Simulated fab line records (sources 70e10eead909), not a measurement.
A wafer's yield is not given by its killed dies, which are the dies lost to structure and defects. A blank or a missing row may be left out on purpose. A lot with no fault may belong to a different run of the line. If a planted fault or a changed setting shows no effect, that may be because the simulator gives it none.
Matching of chambers + flow nandHarc + rieDiel-08 running NHARC_P_GATE_DESCUM_93: 4 sister chambers
The step chemistry O2, time 3 s. 14 wafers are shown with their chamber, then 7 later ones without.

== WAFERS PAIRED WITH THEIR CHAMBERS ==
| wafer  | chamber | drypumpMotorCurrentA (A) | oesProductAu (a.u.) | throttleValvePct (%) |
|--------|---------|--------------------------|---------------------|----------------------|
| L074.1 | 3       | 5.8                      | 0.999               | 11.330               |
| L074.2 | 2       | 5.5                      | 1.008               | 11.302               |
| L074.5 | 1       | 5.5                      | 1.040               | 11.307               |
| L080.1 | 2       | 5.4                      | 1.001               | 11.304               |
| L080.2 | 3       | 5.8                      | 0.991               | 11.313               |
| L080.3 | 1       | 5.5                      | 1.014               | 11.313               |
| L081.2 | 0       | 5.1                      | 1.000               | 11.308               |
| L081.3 | 3       | 5.8                      | 0.979               | 11.325               |
| L081.4 | 3       | 5.8                      | 0.991               | 11.310               |
| L087.1 | 2       | 5.5                      | 1.013               | 11.310               |
| L087.4 | 1       | 5.5                      | 0.997               | 11.306               |
| L087.6 | 3       | 5.8                      | 0.985               | 11.302               |
| L086.3 | 2       | 5.5                      | 0.996               | 11.306               |
| L086.4 | 0       | 5.1                      | 1.003               | 11.301               |

SIGNATURES (means of the wafers above)
| reading              | chamber 0 | chamber 1 | chamber 2 | chamber 3 | scatter within a chamber |
|----------------------|-----------|-----------|-----------|-----------|--------------------------|
| drypumpMotorCurrentA | 5.100     | 5.500     | 5.475     | 5.800     | 0.0274                   |
| oesProductAu         | 1.00150   | 1.01700   | 1.00450   | 0.98900   | 0.0116                   |
| throttleValvePct     | 11.30450  | 11.30867  | 11.30550  | 11.31600  | 0.00779                  |
Rule: distance of a wafer from a chamber = root of the sum over the readings of ((wafer's reading minus chamber's mean) / reading's scatter) squared. If the next closest chamber is less than 2 further off than the closest, the wafer can't be placed; otherwise it belongs to the closest. The scatter is the square root of a quotient: the sum, over the shown wafers, of each reading's squared deviation from its chamber's mean, divided by wafers minus chambers.

== WAFERS WHOSE CHAMBER IS MISSING ==
| wafer  | drypumpMotorCurrentA (A) | oesProductAu (a.u.) | throttleValvePct (%) |
|--------|--------------------------|---------------------|----------------------|
| L086.5 | 5.8                      | 0.990               | 11.318               |
| L092.1 | 5.1                      | 1.025               | 11.307               |
| L092.4 | 5.8                      | 0.997               | 11.323               |
| L092.5 | 5.5                      | 0.987               | 11.293               |
| L094.3 | 5.5                      | 0.996               | 11.323               |
| L094.4 | 5.1                      | 1.034               | 11.311               |
| L094.6 | 5.8                      | 1.004               | 11.310               |

== CHAMBER TAKEN BY EACH ==
| wafer  | from the rows above     | in truth |
|--------|-------------------------|----------|
| L086.5 | 3                       | 3        |
| L092.1 | 0                       | 0        |
| L092.4 | 3                       | 3        |
| L092.5 | can't be placed: 2 or 1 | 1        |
| L094.3 | can't be placed: 2 or 1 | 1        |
| L094.4 | 0                       | 0        |
| L094.6 | 3                       | 3        |
Correctly placed: 5 of 7. Can't be placed from these rows: 2 (the true chamber is among the candidates in 2). Wrongly placed: 0.
